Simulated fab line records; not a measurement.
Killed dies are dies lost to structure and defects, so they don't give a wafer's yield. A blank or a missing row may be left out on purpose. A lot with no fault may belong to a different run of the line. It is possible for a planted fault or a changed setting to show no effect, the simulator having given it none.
Which tool did it? + flow n5 finfet + 72 wafers from 24 lots sampled at 5 of the route's 1938 steps

## WHAT THE GAUGES READ, wafer by wafer
N5_BEOL_M13_INSPECT_55: inspects for defects (darkfield).
| lot  | measured     | on                | raw defect count |
|------|--------------|-------------------|------------------|
| L074 | day 11 06:51 | defect inspect-02 | 82 72 98         |
| L075 | day 11 12:59 | defect inspect-01 | 96 96 103        |
| L076 | day 12 03:51 | defect inspect-01 | 62 60 47         |
| L080 | day 12 09:34 | defect inspect-01 | 70 104 75        |
| L079 | day 12 14:52 | defect inspect-02 | 98 195 100       |
| L077 | day 12 20:02 | defect inspect-02 | 71 60 64         |
| L081 | day 12 21:02 | defect inspect-02 | 41 98 106        |
| L078 | day 12 22:08 | defect inspect-02 | 36 100 76        |
| L082 | day 13 04:41 | defect inspect-01 | 70 50 38         |
| L083 | day 13 13:11 | defect inspect-02 | 57 94 60         |
| L084 | day 13 19:44 | defect inspect-02 | 49 49 75         |
| L085 | day 14 11:08 | defect inspect-01 | 44 62 54         |
| L087 | day 14 11:24 | defect inspect-02 | 104 88 102       |
| L089 | day 14 19:10 | defect inspect-02 | 71 64 36         |
| L086 | day 14 19:34 | defect inspect-02 | 74 64 56         |
| L091 | day 14 21:44 | defect inspect-02 | 74 65 67         |
| L090 | day 14 22:06 | defect inspect-02 | 79 36 69         |
| L088 | day 15 01:53 | defect inspect-02 | 54 36 51         |
| L093 | day 15 10:16 | defect inspect-02 | 67 56 64         |
| L094 | day 16 05:52 | defect inspect-01 | 57 57 39         |
| L092 | day 16 06:17 | defect inspect-01 | 107 105 108      |
| L096 | day 17 00:59 | defect inspect-02 | 47 82 54         |
| L097 | day 17 07:43 | defect inspect-01 | 38 63 43         |
| L095 | day 17 09:59 | defect inspect-01 | 67 70 53         |

N5_BEOL_M14_INSPECT_55: inspects for defects (darkfield).
| lot  | measured     | on                | raw defect count |
|------|--------------|-------------------|------------------|
| L074 | day 11 13:39 | defect inspect-01 | 108 94 149       |
| L075 | day 11 19:25 | defect inspect-02 | 76 58 68         |
| L076 | day 12 09:08 | defect inspect-02 | 72 47 60         |
| L080 | day 12 16:58 | defect inspect-02 | 104 117 91       |
| L079 | day 13 04:01 | defect inspect-01 | 40 48 50         |
| L077 | day 13 06:12 | defect inspect-01 | 73 70 115        |
| L081 | day 13 13:52 | defect inspect-02 | 59 90 71         |
| L078 | day 13 11:04 | defect inspect-01 | 68 46 70         |
| L082 | day 13 14:58 | defect inspect-02 | 56 42 66         |
| L083 | day 13 18:29 | defect inspect-02 | 67 149 93        |
| L084 | day 14 01:57 | defect inspect-02 | 50 76 112        |
| L085 | day 14 16:52 | defect inspect-02 | 62 154 57        |
| L087 | day 14 17:41 | defect inspect-02 | 52 52 45         |
| L089 | day 15 00:50 | defect inspect-02 | 80 80 65         |
| L086 | day 15 02:21 | defect inspect-02 | 106 91 99        |
| L091 | day 15 09:51 | defect inspect-02 | 103 90 117       |
| L090 | day 15 14:48 | defect inspect-01 | 71 59 77         |
| L088 | day 15 14:59 | defect inspect-01 | 48 53 40         |
| L093 | day 15 15:19 | defect inspect-01 | 84 75 80         |
| L094 | day 16 10:33 | defect inspect-01 | 73 72 29         |
| L092 | day 16 11:26 | defect inspect-01 | 68 47 92         |
| L096 | day 17 07:19 | defect inspect-01 | 67 118 60        |
| L097 | day 17 11:31 | defect inspect-02 | 44 79 52         |
| L095 | day 17 15:53 | defect inspect-02 | 104 46 59        |

## EACH LOT AND THE TOOL THAT RAN IT (in order: tool; ch and the chambers of the sampled wafers; start)
| lot  | N5_BEOL_M14_VIA_ETCH_16            | N5_BEOL_M14_ETCH_68                | N5_BEOL_M14_DEGAS_41         |
|------|------------------------------------|------------------------------------|------------------------------|
| L074 | rie diel-04 ch 1,2,3, day 11 07:34 | rie diel-04 ch 1,2,3, day 11 08:38 | pvd sputter-02, day 11 12:22 |
| L075 | rie diel-05 ch 0,2, day 11 13:51   | rie diel-06 ch 1,2,3, day 11 14:58 | pvd sputter-01, day 11 17:58 |
| L076 | rie diel-06 ch 1,3, day 12 04:37   | rie diel-06 ch 1,2, day 12 05:33   | pvd sputter-02, day 12 07:50 |
| L080 | rie diel-04 ch 0,3, day 12 10:39   | rie diel-06 ch 0,2,3, day 12 11:49 | pvd sputter-02, day 12 15:28 |
| L079 | rie diel-04 ch 1,2, day 12 15:43   | rie diel-06 ch 1,2,3, day 12 16:59 | pvd sputter-01, day 13 02:42 |
| L077 | rie diel-06 ch 1,2, day 12 20:52   | rie diel-06 ch 1,2, day 12 21:56   | pvd sputter-01, day 13 04:52 |
| L081 | rie diel-04 ch 0,1,3, day 12 21:44 | rie diel-05 ch 0,1,3, day 12 22:41 | pvd sputter-02, day 13 12:34 |
| L078 | rie diel-04 ch 0,1,3, day 12 23:05 | rie diel-06 ch 1,2, day 13 00:01   | pvd sputter-01, day 13 09:46 |
| L082 | rie diel-05 ch 0,3, day 13 05:36   | rie diel-06 ch 0,2,3, day 13 06:51 | pvd sputter-01, day 13 13:30 |
| L083 | rie diel-06 ch 1,3, day 13 14:01   | rie diel-06 ch 1,2,3, day 13 15:05 | pvd sputter-01, day 13 17:10 |
| L084 | rie diel-04 ch 0,3, day 13 20:35   | rie diel-05 ch 1,2, day 13 21:36   | pvd sputter-02, day 14 00:39 |
| L085 | rie diel-04 ch 0,1, day 14 11:56   | rie diel-04 ch 0,1,3, day 14 12:52 | pvd sputter-02, day 14 15:34 |
| L087 | rie diel-04 ch 0,1,3, day 14 12:22 | rie diel-04 ch 0,1,3, day 14 13:35 | pvd sputter-02, day 14 16:12 |
| L089 | rie diel-06 ch 1,2,3, day 14 20:55 | rie diel-05 ch 2,3, day 14 22:27   | pvd sputter-02, day 14 23:32 |
| L086 | rie diel-06 ch 0,1,3, day 14 21:26 | rie diel-06 ch 0,1,2, day 14 23:17 | pvd sputter-03, day 15 01:04 |
| L091 | rie diel-05 ch 0,2,3, day 14 23:17 | rie diel-06 ch 1,2,3, day 15 02:32 | pvd sputter-03, day 15 08:34 |
| L090 | rie diel-05 ch 0,2,3, day 15 00:27 | rie diel-05 ch 0,3, day 15 03:10   | pvd sputter-03, day 15 13:31 |
| L088 | rie diel-06 ch 0,1,3, day 15 03:50 | rie diel-06 ch 0,1, day 15 04:47   | pvd sputter-01, day 15 13:40 |
| L093 | rie diel-06 ch 0,2, day 15 10:58   | rie diel-06 ch 1,3, day 15 11:55   | pvd sputter-02, day 15 13:53 |
| L094 | rie diel-06 ch 2,3, day 16 06:34   | rie diel-04 ch 0,2, day 16 07:44   | pvd sputter-01, day 16 09:16 |
| L092 | rie diel-06 ch 1,2, day 16 07:07   | rie diel-04 ch 1,2,3, day 16 09:12 | pvd sputter-01, day 16 10:08 |
| L096 | rie diel-04 ch 0,2, day 17 01:46   | rie diel-04 ch 0,1, day 17 03:57   | pvd sputter-01, day 17 05:59 |
| L097 | rie diel-06 ch 0,2,3, day 17 08:26 | rie diel-04 ch 0,1,2, day 17 09:22 | pvd sputter-01, day 17 10:11 |
| L095 | rie diel-04 ch 0,1,2, day 17 10:55 | rie diel-06 ch 0,1,2, day 17 12:01 | pvd sputter-02, day 17 14:32 |
- N5_BEOL_M14_VIA_ETCH_16: etches SiO2 in C4F8/O2/Ar, target depth 1231.3 nm.
- N5_BEOL_M14_ETCH_68: etches SOC in N2/H2, time 450 s.
- N5_BEOL_M14_DEGAS_41: time 60 s.

## WHAT THE TOOLS THEMSELVES READ (means of the sampled wafers that have a number; where no wafer has one, the mark that the record gives instead)
N5_BEOL_M14_VIA_ETCH_16.
| lot  | tool        | drypump motor current A (A) | he inner torr (Torr) | oes product au (a.u.) | rf fwd power W (W) | rf vpp V (V) | showerhead plenum p Torr (Torr) | throttle valve pct (%) |
|------|-------------|-----------------------------|----------------------|-----------------------|--------------------|--------------|---------------------------------|------------------------|
| L074 | rie diel-04 | 5.2                         | 14.981               | 0.67                  | 1901               | 2214         | 3.44                            | 31.19                  |
| L075 | rie diel-05 | 6.0                         | 15.011               | 0.66                  | 1893               | 2259         | 3.39                            | 30.91                  |
| L076 | rie diel-06 | 5.3                         | 14.994               | 0.73                  | 1901               | 2216         | 3.29                            | 30.89                  |
| L080 | rie diel-04 | 5.3                         | 14.997               | 0.64                  | 1902               | 2220         | 3.38                            | 31.17                  |
| L079 | rie diel-04 | 5.2                         | 15.000               | 0.66                  | 1900               | 2227         | 3.52                            | 31.09                  |
| L077 | rie diel-06 | 5.6                         | 15.030               | 0.73                  | 1905               | 2212         | 3.35                            | 30.73                  |
| L081 | rie diel-04 | 5.6                         | 15.011               | 0.67                  | 1899               | 2193         | 3.45                            | 31.20                  |
| L078 | rie diel-04 | 5.6                         | 14.996               | 0.68                  | 1896               | 2192         | 3.45                            | 31.20                  |
| L082 | rie diel-05 | 5.5                         | 15.022               | 0.66                  | 1900               | 2251         | 3.40                            | 31.04                  |
| L083 | rie diel-06 | 5.4                         | 15.010               | 0.68                  | 1895               | 2199         | 3.21                            | 31.03                  |
| L084 | rie diel-04 | 5.3                         | 14.972               | 0.63                  | 1895               | 2221         | 3.38                            | 31.18                  |
| L085 | rie diel-04 | 6.0                         | 14.994               | 0.67                  | 1897               | 2185         | 3.53                            | 31.14                  |
| L087 | rie diel-04 | 5.6                         | 15.016               | 0.66                  | 1898               | 2192         | 3.44                            | 31.22                  |
| L089 | rie diel-06 | 5.4                         | 15.009               | 0.71                  | 1895               | 2213         | 3.31                            | 30.82                  |
| L086 | rie diel-06 | 5.7                         | 14.972               | 0.72                  | 1899               | 2208         | 3.29                            | 30.96                  |
| L091 | rie diel-05 | 5.9                         | 15.013               | 0.65                  | 1900               | 2262         | 3.38                            | 30.91                  |
| L090 | rie diel-05 | 5.9                         | 15.003               | 0.65                  | 1894               | 2262         | 3.38                            | 30.91                  |
| L088 | rie diel-06 | 5.7                         | 14.996               | 0.72                  | 1903               | 2208         | 3.29                            | 30.96                  |
| L093 | rie diel-06 | 6.2                         | 14.986               | 0.78                  | 1905               | 2215         | 3.40                            | 30.78                  |
| L094 | rie diel-06 | 5.3                         | 14.990               | 0.74                  | 1901               | 2229         | 3.37                            | 30.72                  |
| L092 | rie diel-06 | 5.6                         | 14.975               | 0.66                  | 1901               | 2196         | 3.23                            | 30.96                  |
| L096 | rie diel-04 | 5.3                         | 15.007               | 0.78                  | 1904               | 2245         | 3.53                            | 30.84                  |
| L097 | rie diel-06 | 5.7                         | 14.968               | 0.74                  | 1897               | 2222         | 3.38                            | 30.75                  |
| L095 | rie diel-04 | 5.6                         | 14.991               | 0.73                  | 1903               | 2205         | 3.51                            | 31.06                  |

N5_BEOL_M14_ETCH_68.
| lot  | tool        | drypump motor current A (A) | oes product au (a.u.) | rf fwd power W (W) | rf vpp V (V) | showerhead plenum p Torr (Torr) | throttle valve pct (%) |
|------|-------------|-----------------------------|-----------------------|--------------------|--------------|---------------------------------|------------------------|
| L074 | rie diel-04 | 5.2                         | 0.75                  | 2996               | 524.2        | 2.54                            | 17.99                  |
| L075 | rie diel-06 | 5.4                         | 0.82                  | 2990               | 522.0        | 2.45                            | 17.65                  |
| L076 | rie diel-06 | 5.6                         | 0.82                  | 3000               | 522.4        | 2.47                            | 17.58                  |
| L080 | rie diel-06 | 5.7                         | 0.89                  | 2994               | 523.4        | 2.51                            | 17.61                  |
| L079 | rie diel-06 | 5.4                         | 0.80                  | 2997               | 521.0        | 2.45                            | 17.67                  |
| L077 | rie diel-06 | 5.6                         | 0.81                  | 3008               | 521.5        | 2.47                            | 17.59                  |
| L081 | rie diel-05 | 5.8                         | 0.71                  | 2991               | 521.5        | 2.47                            | 18.02                  |
| L078 | rie diel-06 | 5.6                         | 0.75                  | 2994               | 520.5        | 2.39                            | 17.75                  |
| L082 | rie diel-06 | 5.7                         | 0.89                  | 2998               | 522.8        | 2.51                            | 17.62                  |
| L083 | rie diel-06 | 5.4                         | 0.80                  | 2990               | 521.4        | 2.45                            | 17.68                  |
| L084 | rie diel-05 | 6.3                         | 0.71                  | 3002               | 522.1        | 2.45                            | 17.98                  |
| L085 | rie diel-04 | 5.6                         | 0.73                  | 2993               | 524.3        | 2.54                            | 18.12                  |
| L087 | rie diel-04 | 5.6                         | 0.74                  | 2994               | 523.6        | 2.54                            | 18.12                  |
| L089 | rie diel-05 | 5.8                         | 0.72                  | 3002               | 522.1        | 2.50                            | 17.74                  |
| L086 | rie diel-06 | 5.9                         | 0.80                  | 2993               | 521.9        | 2.44                            | 17.72                  |
| L091 | rie diel-06 | 5.4                         | 0.78                  | 3002               | 521.3        | 2.44                            | 17.70                  |
| L090 | rie diel-05 | 5.5                         | 0.70                  | 2993               | 522.8        | 2.49                            | 17.91                  |
| L088 | rie diel-06 | 5.9                         | 0.76                  | 2997               | 518.4        | 2.36                            | 17.90                  |
| L093 | rie diel-06 | 5.3                         | 0.79                  | 2997               | 520.4        | 2.41                            | 17.80                  |
| L094 | rie diel-04 | 5.3                         | 0.89                  | 3004               | 525.5        | 2.61                            | 17.68                  |
| L092 | rie diel-04 | 5.2                         | 0.81                  | 2995               | 523.0        | 2.52                            | 17.88                  |
| L096 | rie diel-04 | 5.9                         | 0.75                  | 2994               | 524.4        | 2.58                            | 18.12                  |
| L097 | rie diel-04 | 5.6                         | 0.81                  | 2997               | 525.7        | 2.60                            | 17.91                  |
| L095 | rie diel-06 | 5.9                         | 0.87                  | 2990               | 525.1        | 2.58                            | 17.59                  |

N5_BEOL_M14_DEGAS_41.
| lot  | tool           | heater power w (W) |
|------|----------------|--------------------|
| L074 | pvd sputter-02 | 503                |
| L075 | pvd sputter-01 | 471                |
| L076 | pvd sputter-02 | 516                |
| L080 | pvd sputter-02 | 511                |
| L079 | pvd sputter-01 | 468                |
| L077 | pvd sputter-01 | 454                |
| L081 | pvd sputter-02 | 508                |
| L078 | pvd sputter-01 | 461                |
| L082 | pvd sputter-01 | 486                |
| L083 | pvd sputter-01 | 458                |
| L084 | pvd sputter-02 | 480                |
| L085 | pvd sputter-02 | 512                |
| L087 | pvd sputter-02 | 484                |
| L089 | pvd sputter-02 | 501                |
| L086 | pvd sputter-03 | 500                |
| L091 | pvd sputter-03 | 527                |
| L090 | pvd sputter-03 | 499                |
| L088 | pvd sputter-01 | 461                |
| L093 | pvd sputter-02 | 483                |
| L094 | pvd sputter-01 | 456                |
| L092 | pvd sputter-01 | 482                |
| L096 | pvd sputter-01 | 469                |
| L097 | pvd sputter-01 | 480                |
| L095 | pvd sputter-02 | 498                |

## THE ANSWER, worked out from the rows above alone
Rule: what is usual is taken from the lots themselves. The widest of any qualifying gaps counts: lots, ordered by their means at a reading, are off when they make up no more than a third of the lots, leave a main group of 4 or more, and stand apart from it by 3 or more times the standard deviation of that group's means. Not used: any main group whose means are identical at the precision the tables above print for the reading. A lot without any number at a reading at which 4 lots or more have one is off too. The other lots that the step has rows for count as sound. Order of review: gauges by route order, followed by the tools' own readings, for which a lot's mean as printed above is used. The first step at which some lot is off is used, and at that step the reading that is off furthest; a lot without a number counts as furthest.
No lot is off at any reading shown: from this, nothing can be told.

## WHAT THE SIMULATOR PUT IN
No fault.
